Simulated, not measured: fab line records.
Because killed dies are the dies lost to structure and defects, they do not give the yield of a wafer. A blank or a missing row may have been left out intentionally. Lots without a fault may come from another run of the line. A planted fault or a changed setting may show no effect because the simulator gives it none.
Matching of chambers -- flow n5_finfet -- 4 sister chambers for N5_BEOL_M10_ALD_74 on ald_metal-04
The step deposits TaN, target thk 2 nm, pulse time 2 s, purge time 3 s. 4 wafers are shown with their chamber, then 7 later ones without.

## WAFERS WITH THEIR CHAMBER
wafer,chamber,heater_power_w (W)
L086.2,0,437
L091.5,1,486
L093.1,2,414
L093.3,3,396

## WAFERS WITH NO CHAMBER GIVEN
wafer,heater_power_w (W)
L093.6,439
L095.3,489
L095.4,416
L095.5,489
L097.1,401
L097.2,396
L097.3,484

## WHICH CHAMBER EACH WENT THROUGH
wafer,from the rows above,in truth
L093.6,0,0
L095.3,1,1
L095.4,2,2
L095.5,1,1
L097.1,3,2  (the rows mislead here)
L097.2,3,3
L097.3,1,1
Correctly placed: 6 of 7. Not placeable from these rows: 0. Number placed wrongly: 1.
How it was worked out, from the rows above alone: a wafer's distance from a chamber is the root of the sum, over the readings, of the square of ((its reading less the chamber's mean) divided by the reading's scatter). If the next closest chamber is less than 2 further off than the closest, the wafer can't be placed; otherwise it belongs to the closest. For every chamber, the mean is computed from those of its wafers that are shown. The scatter (one wafer shown for each chamber): square how far every hidden wafer sits from the nearest shown wafer, average those squares and take the square root.
